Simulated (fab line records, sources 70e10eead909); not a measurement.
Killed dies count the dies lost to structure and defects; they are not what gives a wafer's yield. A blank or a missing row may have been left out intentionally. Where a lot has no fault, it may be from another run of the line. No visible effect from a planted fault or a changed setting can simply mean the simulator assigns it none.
fab line records | flow nandHarc
record lots=6 wafers=18 lastDay=33
route steps=1302 shown P_M2@330 END@1302
lots that met no fault: from a run of the same line without faults
startH: the number of hours between the record's first day and the start of the first shown wafer of the lot | waitH: hours elapsed since this lot's preceding step | " identical to the entry in the row above | L1.1+2: a row that stands for several wafers | - either no value or no given start | * or withheld: withheld | < > ~ a bound
route shown NAME@n: a module of which the file shows steps, and the number in the route of the first | usual: mean/standard deviation taken from wafers without a fault | same: alike in all rows | chamber/n: place in a boat | sites: per-site readings | _std_site: standard deviation of those values | _edge_site: outer sites' mean less inner sites' | radiusMm: how far each site lies from the wafer's centre | mask NAME#n: copy n | behind: the tool/chamber that last shaped the wafer | hold: cause of the lot's hold/its duration in hours/its outcome | device: names the non-switching transistor (n, p or np) | end of line: tests of these same wafers at the route's end | step lacking rows: just its recipe | killed: the dies lost at the first sort to structure and to defects; this is not the yield of the wafer | map: the dies of a wafer, with x for killed, . for not killed, _ for no die there
set.NAME: the setting as run; set.NAME@STEP: as run at that earlier step | model.NAME: the simulator's own value behind a step, which no gauge read
lots seen at some steps along the route; tables by step, rows by wafer
services: from which hour (startH, from the record's first day; less than 0 if before it) a tool's chamber was out of use, for how many hours, and why
## steps
# step NHARC_P_M2_INSPECT_11
# usual rawDefectCount=4.7/2.5
# columns lot.wafer tool chamber startH waitH rawDefectCount
L977.3 defectInspect-01 - 128.86 0.0 4
L977.4 " - " " 3
L977.6 " - " " 3
L981.1 defectInspect-02 - 180.41 0.0 3
L981.4 " - " " 1
L981.6 " - " " 3
L989.3 defectInspect-02 - 247.39 0.0 3
L989.4 " - " " 5
L989.6 " - " " 2
L990.1 defectInspect-01 - 254.54 0.0 5
L990.2 " - " " 6
L990.3 " - " " 2
L991.1 defectInspect-02 - 275.29 0.0 3
L991.3 " - " " 5
L991.4 " - " " 3
L999.1 defectInspect-01 - 352.09 0.0 5
L999.2 " - " " 4
L999.4 " - " " 7
# step NHARC_P_M2_DESCUM_14
# recipe timeS=3 o2FlowSccm=200 arFlowSccm=0 biasPowerW=0 chemistry=O2
# usual drypumpMotorCurrentA=5.6/0.5 oesProductAu=1.000/0.0099 rfVppV=58.0/0.85 showerheadPlenumPTorr=1.93/0.096 throttleValvePct=11.312/0.0093
# columns lot.wafer tool chamber startH waitH drypumpMotorCurrentA oesProductAu rfHoursCounterH rfVppV showerheadPlenumPTorr throttleValvePct
L977.3 rieDiel-12 2 128.95 0.1 5.7 0.996 - 58.3 1.86 11.312
L977.4 " 1 " " 6.3 1.002 - 58.4 2.04 11.305
L977.6 " 2 " " 5.7 0.993 - 58.9 1.86 11.313
L981.4 rieDiel-12 2 180.48 0.1 5.7 0.994 5.1 58.3 1.86 11.311
L981.1 " 3 " " 5.0 0.988 4.9 57.6 2.02 11.305
L981.6 " 1 " " 6.3 1.017 - 59.1 2.04 11.316
L989.3 rieDiel-06 3 247.45 0.1 6.6 1.019 7.4 57.9 1.79 11.303
L989.4 " 0 " " 5.6 1.000 7.5 58.4 1.96 11.311
L989.6 " 3 " " 6.6 1.019 - 57.8 1.79 11.311
L990.2 rieDiel-12 1 254.61 0.1 6.3 0.998 8.3 57.8 2.04 11.301
L990.3 " 2 " " 5.7 0.977 8.3 57.3 1.85 11.313
L990.1 " 3 " " 5.0 1.013 7.9 57.8 2.02 11.319
L991.3 rieDiel-03 1 275.35 0.1 5.1 0.993 8.0 58.7 1.87 11.322
L991.1 " 3 " " 4.9 0.999 6.9 58.0 1.94 11.303
L991.4 " 3 " " 4.9 0.990 - 58.2 1.94 11.320
L999.1 rieDiel-03 3 352.16 0.1 4.9 0.999 2.1 57.0 1.94 11.323
L999.2 " 1 " " 5.1 1.016 2.1 56.0 1.87 11.302
L999.4 " 1 " " 5.1 1.020 - 57.4 1.87 11.315
# step NHARC_P_M2_ETCH_35
# recipe targetDepthA=400 overetchA=120 timeS=43.94 ionEnergyEv=200 n2FlowSccm=150 h2FlowSccm=150 arFlowSccm=0 rfW=400 biasW=150 chemistry=N2/H2
# step NHARC_P_M2_ETCH_15
# recipe targetDepthA=1825 timeS=91.2 c4f8FlowSccm=withheld arFlowSccm=400 rfW=600 biasW=300 chemistry=C4F8/Ar
# step NHARC_P_M2_CD_MEAS_16
# usual cdNm=169.9/0.76
# columns lot.wafer tool chamber startH waitH cdNm
L977.3 cdSem-02 - 129.36 0.1 169.9
L977.4 " - " " 167.8
L977.6 " - " " 169.6
L981.1 cdSem-02 - 180.78 - 170.5
L981.4 " - " " 170.0
L981.6 " - " " 170.7
L989.3 cdSem-01 - 247.76 - 169.0
L989.4 " - " " 168.9
L989.6 " - " " 169.3
L990.1 cdSem-03 - 254.90 - 170.2
L990.2 " - " " 168.7
L990.3 " - " " 169.4
L991.1 cdSem-03 - 275.70 - 170.6
L991.3 " - " " 169.1
L991.4 " - " " 170.0
L999.1 cdSem-02 - 352.50 - 169.2
L999.2 " - " " 169.9
L999.4 " - " " 169.2
# step NHARC_P_M2_STRIP_18
# recipe powerW=1000 n2FlowSccm=150 h2FlowSccm=150 arFlowSccm=0 biasW=0 chemistry=N2/H2
# usual drypumpMotorCurrentA=5.5/0.5 oesProductAu=1.000/0.0092 rfVppV=90.8/1 showerheadPlenumPTorr=2.06/0.1 throttleValvePct=14.171/0.0092
# columns lot.wafer tool chamber startH waitH drypumpMotorCurrentA oesProductAu rfHoursCounterH rfVppV showerheadPlenumPTorr throttleValvePct
L977.3 rieDiel-12 1 129.54 0.2 6.3 1.002 - 90.3 2.18 14.164
L977.4 " 2 " " 5.7 0.998 - 92.1 1.98 14.173
L977.6 " 1 " " 6.3 1.000 - 91.8 2.18 14.176
L981.1 rieDiel-12 1 180.88 0.1 6.2 1.000 5 91.8 2.18 14.153
L981.4 " 2 " " 5.7 0.996 5 90.1 1.98 14.165
L981.6 " 0 " " 6.0 0.991 - 91.7 2.11 14.169
L989.4 rieDiel-12 1 247.82 0.1 6.3 1.009 7 90.9 2.18 14.192
L989.3 " 3 " " 5.0 1.004 7 91.4 2.15 14.178
L989.6 " 2 " " 5.7 1.005 - 89.1 1.98 14.180
L990.3 rieDiel-03 0 254.98 0.1 5.1 0.994 8 92.4 2.16 14.171
L990.2 " 1 " " 5.1 0.990 7 89.8 1.99 14.159
L990.1 " 3 " " 5.0 0.988 6 90.4 2.07 14.175
L991.3 rieDiel-06 3 275.77 0.1 6.6 0.997 9 88.9 1.90 14.169
L991.4 " 0 " " 5.6 0.999 9 90.6 2.09 14.175
L991.1 " 1 " " 5.6 0.996 10 88.9 1.90 14.168
L999.2 rieDiel-03 1 352.61 0.1 5.1 1.008 2 89.5 1.99 14.165
L999.1 " 2 " " 5.2 1.027 2 91.1 2.18 14.168
L999.4 " 1 " " 5.1 1.012 - 89.9 1.99 14.169
# step NHARC_P_M2_ETCH_28
# recipe targetDepthA=300 overEtchFrac=0.3 timeS=72.99 ionEnergyEv=150 cf4FlowSccm=50 n2FlowSccm=100 arFlowSccm=150 rfW=300 biasW=100 chemistry=CF4/N2
# usual drypumpMotorCurrentA=5.5/0.5 oesProductAu=0.999/0.01 rfVppV=314.5/2.1 showerheadPlenumPTorr=2.65/0.12 throttleValvePct=19.794/0.0084
# same overEtchFrac=0.3
# columns lot.wafer tool chamber startH waitH drypumpMotorCurrentA oesProductAu rfHoursCounterH rfVppV showerheadPlenumPTorr throttleValvePct
L977.4 rieDiel-12 1 129.86 0.2 6.3 1.012 - 318.1 2.79 19.802
L977.3 " 2 " " 5.7 0.991 - 314.8 2.55 19.799
L977.6 " 2 " " 5.7 0.999 - 312.3 2.55 19.777
L981.4 rieDiel-12 2 - - 5.7 0.996 5 313.9 2.55 19.797
L981.1 " 0 " " 6.0 1.001 1 315.3 2.71 19.797
L981.6 " 2 " " 5.7 0.996 - 312.5 2.55 19.796
L989.4 rieDiel-12 3 - - 5.0 1.003 7 316.5 2.76 19.787
L989.3 " 0 " " 6.0 0.989 3 314.3 2.71 19.800
L989.6 " 2 " " 5.7 0.988 - 312.9 2.55 19.792
L990.3 rieDiel-03 0 - - 5.1 0.996 8 317.6 2.77 19.787
L990.2 " 2 " " 5.2 0.991 8 317.3 2.80 19.809
L990.1 " 3 " " 4.9 0.980 6 316.1 2.66 19.798
L991.4 rieDiel-06 1 - - 5.5 1.005 10 312.0 2.45 19.796
L991.1 " 2 " " 5.3 1.005 9 311.8 2.51 19.798
L991.3 " 3 " " 6.6 1.014 9 311.7 2.46 19.800
L999.2 rieDiel-03 2 - - 5.1 1.011 2 316.3 2.79 19.783
L999.1 " 3 " " 4.9 0.991 2 315.4 2.66 19.782
L999.4 " 3 " " 4.9 0.999 - 316.2 2.66 19.808
# step NHARC_P_M2_STRIP_19
# recipe timeS=600 tempC=30 chemistry=postEtchResidueRemover
# step NHARC_P_M2_DEGAS_29
# recipe tempC=250 timeS=60
# usual heaterPowerW=332/35
# columns lot.wafer tool chamber startH waitH heaterPowerW
L977.4 pvdSputter-01 - 130.29 - 287
L977.3 " - " " 299
L977.6 " - " " 360
L981.1 pvdSputter-01 - 181.53 - 288
L981.4 " - " " 297
L981.6 " - " " 355
L989.4 pvdSputter-03 - 248.48 - 388
L989.3 " - " " 316
L989.6 " - " " 391
L990.3 pvdSputter-03 - 255.62 - 390
L990.1 " - " " 315
L990.2 " - " " 382
L991.3 pvdSputter-03 - 276.41 - 317
L991.1 " - " " 322
L991.4 " - " " 392
L999.4 pvdSputter-02 - 353.28 - 286
L999.2 " - " " 309
L999.1 " - " " 379
# step NHARC_P_M2_PRE_CLEAN_30
# recipe timeS=30 tempC=280 gas=H2/He
# usual heaterPowerW=408/43
# columns lot.wafer tool chamber startH waitH heaterPowerW
L977.3 pvdSputter-01 - - - 357
L977.4 " - " " 427
L977.6 " - " " 368
L981.4 pvdSputter-01 - - - 362
L981.1 " - " " 431
L981.6 " - " " 359
L989.3 pvdSputter-03 - - - 393
L989.4 " - " " 393
L989.6 " - " " 471
L990.1 pvdSputter-03 - - - 392
L990.2 " - " " 467
L990.3 " - " " 480
L991.4 pvdSputter-03 - - - 479
L991.1 " - " " 392
L991.3 " - " " 460
L999.2 pvdSputter-02 - - - 458
L999.1 " - " " 355
L999.4 " - " " 389
# step NHARC_P_M2_PVD_20
# recipe targetThkA=50 biasV=168.6 powerW=15000 chamberPressurePa=0.12 timeS=8.06 substrateTempC=50 material=TaN
# step NHARC_P_M2_PVD_21
# recipe targetThkA=300 chamberPressurePa=5 powerW=5000 substrateTempC=30 timeS=20.49 material=Cu
# step NHARC_P_M2_ECD_22
# recipe targetThkA=4000 bathTempC=25 material=Cu
# columns lot.wafer tool chamber startH waitH
L977.4+3+6 ecdCu-02 1,0,1 130.73 -
L981.1+4+6 ecdCu-01 1,0,0 181.89 -
L989.3+4+6 ecdCu-01 0,1,1 249.21 -
L990.2+1+3 ecdCu-02 0,1,1 255.98 -
L991.1+4+3 ecdCu-02 1,1,0 276.77 -
L999.1+2+4 ecdCu-01 1,0,1 353.63 -
# step NHARC_P_M2_ANNEAL_31
# recipe tempC=225 timeS=90
# step NHARC_P_M2_CMP_23
# recipe tOverpolishS=20 targetThkNm=144.3
# usual motorCurrentA=12.4/1.1 timeToEndpointS=28.9/2.9
# columns lot.wafer tool chamber startH waitH motorCurrentA timeToEndpointS
L977.4 cmp-04 0 131.42 - 10.2 32.3
L977.3 " 3 " " 12.4 30.1
L977.6 " 1 " " 12.2 31.1
L981.4 cmp-02 0 182.69 - 12.8 23.4
L981.1 " 1 " " 12.5 27.8
L981.6 " 0 " " 12.0 24.3
L989.3 cmp-01 3 249.83 - 13.5 28.3
L989.4 " 1 " " 12.7 26.9
L989.6 " 0 " " 11.4 24.6
L990.1 cmp-04 0 256.74 - 10.6 17.4
L990.3 " 1 " " 12.2 19.3
L990.2 " 2 " " 13.4 15.9
L991.4 cmp-02 0 277.52 - 12.2 10.4
L991.1 " 1 " " 12.9 9.9
L991.3 " 2 " " 12.6 14.3
L999.4 cmp-04 2 354.36 - 13.6 28.8
L999.1 " 0 " " 10.3 32.3
L999.2 " 1 " " 11.5 30.8
# step NHARC_P_M2_THK_MEAS_24
# recipe thkMeasGauge=xrf
# usual thkNm=144.5/1.5
# columns lot.wafer tool chamber startH waitH thkNm
L977.3 filmMetro-01 - 131.74 - 142.6
L977.4 " - " " 144.5
L977.6 " - " " 143.9
L981.1 filmMetro-02 - 183.01 - 145.0
L981.4 " - " " 144.6
L981.6 " - " " 142.5
L989.3 filmMetro-01 - 250.15 - 144.8
L989.4 " - " " 140.4
L989.6 " - " " 144.3
L990.1 filmMetro-02 - 257.02 - 145.5
L990.2 " - " " 145.7
L990.3 " - " " 144.2
L991.1 filmMetro-02 - 277.80 - 142.5
L991.3 " - " " 145.7
L991.4 " - " " 143.0
L999.1 filmMetro-02 - 354.68 - 145.7
L999.2 " - " " 143.1
L999.4 " - " " 145.7
# step NHARC_END_SORT_01
# recipe tempC=25
# usual defectLimitedYield=91.6/2.8 killedAtArray=53/19 killedAtOther=0.8/1.2 killedAtPeriphery=3.7/2.3 killedDies=57/19 killedOpen=3.2/1.7 killedShort=2.6/1.8 sort_bin_2_pct=3.0/1.2 sort_bin_3_pct=0.7/0.4 sort_bin_4_pct=4.8/1.5 sortNPass=620/19 sortRimYieldPct=90/4.8 sortYieldPct=91.6/2.8
# same grossDies=677 sort_bin_5_pct[%]=0 sort_bin_6_pct[%]=0 sort_bin_7_pct[%]=0 sort_bin_8_pct[%]=0 sortRimNGross=106.00
# columns lot.wafer tool chamber startH waitH defectLimitedYield[%] killedAtArray killedAtOther killedAtPeriphery killedDies killedOpen killedShort sort_bin_2_pct[%] sort_bin_3_pct[%] sort_bin_4_pct[%] sortNPass sortRimYieldPct[%] sortYieldPct[%]
L977.3 prober-01 0 581.26 3.1 92.6 48 0 2 50 3 2 2.5 0.3 4.6 627 83 92.6
L977.4 prober-01 0 582.07 3.4 88.2 77 0 3 80 3 4 4.0 0.7 7.1 597 93 88.2
L977.6 prober-01 0 583.68 4.0 90.8 60 0 2 62 1 10 4.3 0.6 4.3 615 87 90.8
L981.1 prober-01 0 623.47 2.5 89.7 69 0 1 70 1 4 4.3 1.0 5.0 607 87 89.7
L981.4 prober-01 0 625.86 3.4 88.9 75 0 0 75 4 4 3.7 1.5 5.9 602 81 88.9
L981.6 prober-01 0 627.46 4.0 88.2 75 1 4 80 3 3 4.4 0.9 6.5 597 84 88.2
L989.3 prober-02 0 663.83 3.1 90.8 52 4 6 62 1 7 3.2 0.6 5.3 615 88 90.8
L989.4 prober-02 0 664.62 3.4 87.4 80 2 3 85 6 2 3.5 0.6 8.4 592 86 87.4
L989.6 prober-02 0 666.21 4.0 88.0 80 0 1 81 2 2 3.7 1.5 6.8 596 92 88.0
L990.1 prober-01 0 698.45 2.5 94.4 34 0 4 38 4 0 2.5 0.6 2.5 639 92 94.4
L990.2 prober-01 0 699.26 2.8 91.4 55 0 3 58 4 1 2.8 0.4 5.3 619 87 91.4
L990.3 prober-01 0 700.06 3.1 93.5 43 0 1 44 1 2 1.6 0.7 4.1 633 91 93.5
L991.1 prober-01 0 724.43 2.5 96.5 21 0 3 24 2 1 1.2 0 2.4 653 92 96.5
L991.3 prober-01 0 726.02 3.1 96.8 15 1 6 22 4 2 1.0 0 2.2 655 94 96.8
L991.4 prober-01 0 726.81 3.4 94.5 34 0 3 37 2 1 2.5 0.4 2.5 640 97 94.5
L999.1 prober-01 0 786.93 2.5 91.9 48 0 7 55 6 4 3.0 0.7 4.4 622 84 91.9
L999.2 prober-01 0 787.72 2.8 92.0 49 0 5 54 4 4 3.2 0.4 4.3 623 97 92.0
L999.4 prober-01 0 789.31 3.4 91.7 51 0 5 56 2 3 3.5 0.3 4.4 621 98 91.7
# killed by level:class
L977.3 A_SLIT:chamberFilmFlake=22 A_CHANNEL_HOLE_D1:chamberFilmFlake=15 A_CHANNEL_HOLE_D2:chamberFilmFlake=5 A_M0:geometricParticle:open=2 P_M0:geometricParticle:short=1 P_M1:geometricParticle:open=1 A_WL_FILL:geometricParticle:short=1 A_WL_FILL:chamberFilmFlake=1
L977.4 A_CHANNEL_HOLE_D1:chamberFilmFlake=37 A_SLIT:chamberFilmFlake=24 A_WL_FILL:chamberFilmFlake=4 A_CHANNEL_HOLE_D2:chamberFilmFlake=3 A_ONON_D1:geometricParticle:open=2 A_CONTACT:chamberFilmFlake=2 P_CONTACT:geometricParticle:short=1 A_CHANNEL_FILL_D1:geometricParticle:short=1
L977.6 A_CHANNEL_HOLE_D1:chamberFilmFlake=20 A_SLIT:chamberFilmFlake=18 A_CHANNEL_HOLE_D2:chamberFilmFlake=7 A_ONON_D2:geometricParticle:short=4 A_WL_FILL:chamberFilmFlake=3 A_WL_FILL:geometricParticle:short=2 P_GATE:chamberFilmFlake=2 A_ONON_D1:geometricParticle:short=1
L981.1 A_SLIT:chamberFilmFlake=23 A_CHANNEL_HOLE_D2:chamberFilmFlake=13 A_CHANNEL_HOLE_D1:chamberFilmFlake=13 A_CONTACT:chamberFilmFlake=10 A_STAIRCASE:chamberFilmFlake=3 A_WL_FILL:geometricParticle:short=2 A_BLC:chamberFilmFlake=2 A_ONON_D1:geometricParticle:open=1
L981.4 A_CHANNEL_HOLE_D1:chamberFilmFlake=22 A_CHANNEL_HOLE_D2:chamberFilmFlake=20 A_SLIT:chamberFilmFlake=15 A_BLC:chamberFilmFlake=6 A_STAIRCASE:chamberFilmFlake=2 A_CONTACT:chamberFilmFlake=2 A_SOURCE_PLATE:geometricParticle:short=1 A_ONON_D1:geometricParticle:open=1
L981.6 A_SLIT:chamberFilmFlake=31 A_CHANNEL_HOLE_D2:chamberFilmFlake=17 A_CHANNEL_HOLE_D1:chamberFilmFlake=13 A_BLC:chamberFilmFlake=5 P_BONDPAD:chamberFilmFlake=2 A_STAIRCASE:chamberFilmFlake=2 A_CONTACT:chamberFilmFlake=2 P_GATE:geometricParticle:short=1
L989.3 A_SLIT:chamberFilmFlake=28 A_CHANNEL_HOLE_D1:chamberFilmFlake=18 THIN_TSV:chamberFilmFlake=3 P_M2:geometricParticle:short=2 P_M1:chamberFilmFlake=2 P_M0:geometricParticle:short=1 P_M1:geometricParticle:short=1 A_CHANNEL_FILL_D1:geometricParticle:open=1
L989.4 A_SLIT:chamberFilmFlake=35 A_CHANNEL_HOLE_D1:chamberFilmFlake=30 A_CONTACT:chamberFilmFlake=4 A_CHANNEL_FILL_D1:geometricParticle:open=2 A_WL_FILL:geometricParticle:short=2 A_DECK1_JOINT:chamberFilmFlake=2 THIN_TSV:chamberFilmFlake=2 P_M0:geometricParticle:open=1
L989.6 A_SLIT:chamberFilmFlake=40 A_CHANNEL_HOLE_D1:chamberFilmFlake=31 A_DECK1_JOINT:chamberFilmFlake=2 A_CONTACT:chamberFilmFlake=2 P_M0:geometricParticle:short=1 A_ONON_D1:geometricParticle:short=1 A_ONON_D1:geometricParticle:open=1 A_CHANNEL_HOLE_D1:geometricParticle:open=1
L990.1 A_CHANNEL_HOLE_D2:chamberFilmFlake=14 A_CHANNEL_HOLE_D1:chamberFilmFlake=13 P_M1:chamberFilmFlake=2 A_SLIT:chamberFilmFlake=2 P_CONTACT:geometricParticle:open=1 A_SGD_CUT:geometricParticle:open=1 A_CONTACT:geometricParticle:open=1 A_M0:geometricParticle:open=1
L990.2 A_CHANNEL_HOLE_D1:chamberFilmFlake=32 A_CHANNEL_HOLE_D2:chamberFilmFlake=17 P_M0:geometricParticle:open=1 P_M1:geometricParticle:open=1 A_SOURCE_PLATE:geometricParticle:open=1 A_DECK1_JOINT:geometricParticle:open=1 A_M1:geometricParticle:short=1 P_ZERO_WELL:chamberFilmFlake=1
L990.3 A_CHANNEL_HOLE_D1:chamberFilmFlake=19 A_CHANNEL_HOLE_D2:chamberFilmFlake=16 A_SLIT:chamberFilmFlake=3 P_CONTACT:geometricParticle:short=1 A_DECK1_JOINT:geometricParticle:short=1 A_ONON_D2:geometricParticle:open=1 A_DECK1_JOINT:chamberFilmFlake=1 A_CHANNEL_FILL_D2:chamberFilmFlake=1
L991.1 A_CONTACT:chamberFilmFlake=6 A_CHANNEL_HOLE_D1:chamberFilmFlake=3 A_STAIRCASE:chamberFilmFlake=3 A_SLIT:chamberFilmFlake=3 P_M0:chamberFilmFlake=2 A_WL_FILL:chamberFilmFlake=2 P_M0:geometricParticle:open=1 A_CHANNEL_HOLE_D1:geometricParticle:open=1
L991.3 A_CHANNEL_HOLE_D1:chamberFilmFlake=4 P_ZERO_WELL:chamberFilmFlake=3 A_M0:geometricParticle:open=2 P_STI:chamberFilmFlake=2 A_SLIT:chamberFilmFlake=2 A_CONTACT:chamberFilmFlake=2 P_STI:geometricParticle:short=1 A_CHANNEL_FILL_D1:geometricParticle:open=1
L991.4 A_CHANNEL_HOLE_D1:chamberFilmFlake=15 A_CONTACT:chamberFilmFlake=7 A_STAIRCASE:chamberFilmFlake=4 A_DECK1_JOINT:chamberFilmFlake=2 A_SLIT:chamberFilmFlake=2 P_GATE:geometricParticle:open=1 A_ONON_D2:geometricParticle:open=1 A_CHANNEL_FILL_D2:geometricParticle:short=1
L999.1 A_SLIT:chamberFilmFlake=24 A_CHANNEL_HOLE_D1:chamberFilmFlake=7 A_CONTACT:chamberFilmFlake=6 P_GATE:chamberFilmFlake=3 P_CONTACT:geometricParticle:open=2 A_CHANNEL_HOLE_D2:chamberFilmFlake=2 P_CONTACT:geometricParticle:short=1 A_SOURCE_PLATE:geometricParticle:open=1
L999.2 A_SLIT:chamberFilmFlake=31 A_CHANNEL_HOLE_D1:chamberFilmFlake=9 P_GATE:chamberFilmFlake=3 A_WL_FILL:geometricParticle:short=2 P_CONTACT:geometricParticle:open=1 A_DECK1_JOINT:geometricParticle:open=1 A_DECK1_JOINT:geometricParticle:short=1 A_ONON_D2:geometricParticle:short=1
L999.4 A_SLIT:chamberFilmFlake=33 A_CHANNEL_HOLE_D1:chamberFilmFlake=10 A_CONTACT:chamberFilmFlake=4 P_GATE:chamberFilmFlake=3 P_CONTACT:geometricParticle:short=1 A_ONON_D1:geometricParticle:open=1 A_ONON_D1:geometricParticle:short=1 A_WL_FILL:geometricParticle:open=1
## services
# columns tool chamber startH hours kind
cmp-04 - 111.00 4.0 pm
rieDiel-12 3 114.30 10.8 repair
rieDiel-03 - 126.35 9.0 pm
rieDiel-12 3 128.45 1.8 repair
rieDiel-06 - 130.20 9.0 pm
rieDiel-12 2 144.19 3.2 repair
cmp-04 - 151.48 1.3 repair
rieDiel-03 3 153.56 9.8 repair
rieDiel-06 0 158.18 2.5 repair
ecdCu-01 - 160.00 8.0 pm
pvdSputter-03 - 170.18 10.0 pm
rieDiel-06 2 173.26 16.1 repair
cmp-04 - 177.38 0.5 repair
rieDiel-03 3 201.22 13.0 repair
rieDiel-12 0 225.00 9.4 repair
pvdSputter-01 - 226.00 10.0 pm
rieDiel-12 - 268.41 9.0 pm
pvdSputter-01 - 272.83 5.4 repair
rieDiel-03 2 273.95 14.5 repair
rieDiel-03 - 303.35 9.0 pm
rieDiel-12 2 303.82 6.4 repair
rieDiel-03 0 333.59 37.4 repair
rieDiel-12 0 340.87 11.5 repair
pvdSputter-03 - 348.18 10.0 pm
## key
firstSign step=NHARC_P_M2_CMP_23 reading=timeToEndpointS direction=down sigmas=5 usual=* struck=*
effect none on later readings
metAt NHARC_P_M2_ECD_22
struckWafers L990.1,L990.2,L990.3,L991.1,L991.3,L991.4
onsetBetween 130.73 255.98
alsoFits NHARC_P_M2_DEGAS_29:pvdSputter-03,NHARC_P_M2_PRE_CLEAN_30:pvdSputter-03
fault kind=processParameterDrift tool=ecdCu-02 chamber=- onsetH=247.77 steps=NHARC_P_M2_ECD_22 channel=targetThkA offset=* shape=step endH=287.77 actsIn=* stated=*
